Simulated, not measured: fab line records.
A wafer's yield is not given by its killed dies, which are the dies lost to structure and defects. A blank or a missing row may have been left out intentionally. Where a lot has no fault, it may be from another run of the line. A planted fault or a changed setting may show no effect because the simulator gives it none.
A struck lot beside a sound one :: flow nand harc :: 14 out of 1159 route steps
Sound: the wafers L924.1, L924.3, L924.5. Struck: wafers L919.4, L919.5, L919.6. Last of all comes the cause.
Each step with rows lists, per side, the tool, then ch with its chambers, then its first start. Under that, the readings that differ: sound wafers :: struck wafers :: difference of the means :: sigmas: that difference in standard deviations of wafers without a fault.
alike: a reading whose means differ by less than 2 such deviations, as well as words and numbers matching on both sides. not compared: withheld readings; readings where some wafer has no value; bounds like >300 that might hide an equal value; numbers whose values overlap and for which the record gives no deviation.
A row with sigmas, a row that says differs or no value, or rows on one side alone: a step with any of these is where the two part. Numbers that don't overlap but have no deviation are shown without sigmas and don't part them. A reading missing from all wafers of one side parts the sides only when that side holds two or more wafers.

first, 1 step without rows for these wafers: NHARC_A_ONON_D1_DEP_19 (target thk 1000 nm).
NHARC_A_ONON_D1_THK_MEAS_21: measures by ellipsometry.
  sound on film metro-02, day 12 04:41; struck on film metro-02, day 11 18:04
  alike: thk nm
following that, 1 step holds no rows for these wafers, namely NHARC_A_ONON_D1_DEP_22 (target thickness 1000 nm).
NHARC_A_ONON_D1_THK_MEAS_24: measures by ellipsometry.
  sound on film metro-01, day 12 05:16; struck on film metro-02, day 11 18:47
  alike: thk nm
following that, 1 step holds no rows for these wafers, namely NHARC_A_ONON_D1_DEP_25 (target thickness 1000 nm).
NHARC_A_ONON_D1_THK_MEAS_27: measures by ellipsometry.
  sound on film metro-01, day 12 05:49; struck on film metro-02, day 11 19:47
  alike: thk nm
following that, 1 step holds no rows for these wafers, namely NHARC_A_ONON_D1_DEP_28 (target thickness 1000 nm).
NHARC_A_ONON_D1_THK_MEAS_30: measures by ellipsometry.
  sound on film metro-01, day 12 06:23; struck on film metro-02, day 11 20:32
reading: thk nm (nm)
sound: 1012 1011 1010
struck: 989 988 987
difference: -23
sigmas: -2
NHARC_A_ONON_D1_DEP_33: deposits SiO2, target thk 200 nm.
  sound on pecvd-02 ch 0,1, day 12 06:26; struck on pecvd-02 ch 0,1,2, day 11 20:43
  alike: heater power w, mfc precursor sccm, throttle valve pct
NHARC_A_ONON_D1_THK_MEAS_34: measures by ellipsometry.
  sound on film metro-02, day 12 06:52; struck on film metro-02, day 11 20:59
  alike: thk nm
NHARC_A_ONON_D1_INSPECT_32:
  sound on defect inspect-01, day 12 06:56; struck on defect inspect-01, day 11 21:05
  alike: raw defect count
NHARC_A_CHANNEL_HOLE_D1_DEP_00: deposits aC, target thk 3100 nm.
  sound on acl dep-02 ch 0, day 12 08:30; struck on acl dep-01 ch 0, day 12 00:29
  alike: throttle valve pct
NHARC_A_CHANNEL_HOLE_D1_DEP_01: deposits SiON, target thk 140 nm.
  sound on pecvd-03 ch 1,2, day 12 10:25; struck on pecvd-04 ch 0,1,2, day 12 01:32
  alike: heater power w
-- jump in the record: it breaks off in module A_CHANNEL_HOLE_D1 and resumes in module END (first step shown: number 1159 of the route), and 12 days separate the struck wafers' starts before and after --
NHARC_END_SORT_01:
  at this point the record logs the struck wafers (prober-01 ch 0, day 23 22:36) and has no rows for the sound ones

WHERE THEY PART
Earliest at NHARC_A_ONON_D1_THK_MEAS_30; latest, in this record, at NHARC_END_SORT_01.

WHY: what the simulator had put in
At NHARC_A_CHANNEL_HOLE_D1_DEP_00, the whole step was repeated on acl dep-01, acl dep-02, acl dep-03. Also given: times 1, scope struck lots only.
